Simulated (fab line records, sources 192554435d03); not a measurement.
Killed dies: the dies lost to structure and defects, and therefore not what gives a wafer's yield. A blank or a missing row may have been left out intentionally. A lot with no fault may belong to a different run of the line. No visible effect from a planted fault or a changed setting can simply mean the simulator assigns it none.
Split-lot experiment / flow n5_finfet / on a route of 1938 steps: 7 lots, 21 wafers read

## ABOUT THE SPLIT
At N5_BEOL_M0_SAQP_ETCH_107 (etches SiNx in CH3F/O2, target depth 30 nm), the setting bias_w was moved away from the recipe's 73 W on 6 of the 21 wafers read, by +14.1% to +15.6%. This setting was run at the recipe's value on the other wafers.

The reading is taken at the split's own step.

## THE READING
rf_vpp_V, in V, at N5_BEOL_M0_SAQP_ETCH_107 (etches SiNx in CH3F/O2, target depth 30 nm). On this fab line, fault-free wafers typically give 300 V with a standard deviation of 4.3 V.

wafer=L077.4; tool, chamber at the split=rie_diel-03, 0; bias_w as run, W=73; against the recipe=recipe; rf_vpp_V, V=303; against lot-mates on the recipe=-
wafer=L077.5; tool, chamber at the split=rie_diel-03, 1; bias_w as run, W=73; against the recipe=recipe; rf_vpp_V, V=297; against lot-mates on the recipe=-
wafer=L077.6; tool, chamber at the split=rie_diel-03, 2; bias_w as run, W=73; against the recipe=recipe; rf_vpp_V, V=297; against lot-mates on the recipe=-
wafer=L081.1; tool, chamber at the split=rie_diel-06, 3; bias_w as run, W=83.55; against the recipe=+14.5%; rf_vpp_V, V=331; against lot-mates on the recipe=+32
wafer=L081.5; tool, chamber at the split=rie_diel-06, 2; bias_w as run, W=83.55; against the recipe=+14.5%; rf_vpp_V, V=327; against lot-mates on the recipe=+28
wafer=L081.6; tool, chamber at the split=rie_diel-06, 3; bias_w as run, W=73; against the recipe=recipe; rf_vpp_V, V=299; against lot-mates on the recipe=-
wafer=L083.3; tool, chamber at the split=rie_diel-05, 0; bias_w as run, W=73; against the recipe=recipe; rf_vpp_V, V=305; against lot-mates on the recipe=-
wafer=L083.4; tool, chamber at the split=rie_diel-05, 1; bias_w as run, W=73; against the recipe=recipe; rf_vpp_V, V=296; against lot-mates on the recipe=-
wafer=L083.6; tool, chamber at the split=rie_diel-05, 2; bias_w as run, W=73; against the recipe=recipe; rf_vpp_V, V=298; against lot-mates on the recipe=-
wafer=L084.4; tool, chamber at the split=rie_diel-05, 1; bias_w as run, W=73; against the recipe=recipe; rf_vpp_V, V=296; against lot-mates on the recipe=-
wafer=L084.5; tool, chamber at the split=rie_diel-05, 2; bias_w as run, W=73; against the recipe=recipe; rf_vpp_V, V=300; against lot-mates on the recipe=-
wafer=L084.6; tool, chamber at the split=rie_diel-05, 0; bias_w as run, W=73; against the recipe=recipe; rf_vpp_V, V=305; against lot-mates on the recipe=-
wafer=L088.2; tool, chamber at the split=rie_diel-05, 3; bias_w as run, W=73; against the recipe=recipe; rf_vpp_V, V=307; against lot-mates on the recipe=-
wafer=L088.5; tool, chamber at the split=rie_diel-05, 3; bias_w as run, W=84.42; against the recipe=+15.6%; rf_vpp_V, V=345; against lot-mates on the recipe=+38
wafer=L088.6; tool, chamber at the split=rie_diel-05, 0; bias_w as run, W=84.42; against the recipe=+15.6%; rf_vpp_V, V=342; against lot-mates on the recipe=+35
wafer=L093.2; tool, chamber at the split=rie_diel-05, 3; bias_w as run, W=73; against the recipe=recipe; rf_vpp_V, V=306; against lot-mates on the recipe=-
wafer=L093.3; tool, chamber at the split=rie_diel-05, 0; bias_w as run, W=73; against the recipe=recipe; rf_vpp_V, V=306; against lot-mates on the recipe=-
wafer=L093.5; tool, chamber at the split=rie_diel-05, 1; bias_w as run, W=73; against the recipe=recipe; rf_vpp_V, V=295; against lot-mates on the recipe=-
wafer=L097.2; tool, chamber at the split=rie_diel-06, 1; bias_w as run, W=83.3; against the recipe=+14.1%; rf_vpp_V, V=338; against lot-mates on the recipe=+41
wafer=L097.4; tool, chamber at the split=rie_diel-06, 3; bias_w as run, W=73; against the recipe=recipe; rf_vpp_V, V=297; against lot-mates on the recipe=-
wafer=L097.5; tool, chamber at the split=rie_diel-06, 1; bias_w as run, W=83.3; against the recipe=+14.1%; rf_vpp_V, V=339; against lot-mates on the recipe=+42

THE FIT
A straight line over all 21 wafers: rf_vpp_V changes by +2.49 V for each +1% of bias_w; r = +0.96; the points scatter about the line by 4.8 V.
The same after taking each lot's own level away (the mean of its wafers on the recipe; 21 wafers): +2.43 V for each +1%; r = +0.97; scatter 4.4 V.
On that fit, the largest move of bias_w shifts the reading by 38 V.
From 297.0 to 307.0 V: that is the span of the lots' own levels, equal to 2.3 times the standard deviation above.
The two slopes agree, so the slope changes little with the lot-to-lot level.
Check: for one of the wafers moved furthest among these (+15.6%), held out of the fit, the line's prediction against its lot-mates is +38.1 V. It came out at +38 V against them.
Tool readings at the split's step, against how far the setting was moved: rf_vpp_V r = +0.96.

## THE FILE'S OWN FIT
rf_vpp_V changes by +2.44 V for each +1% of bias_w, r = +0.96.
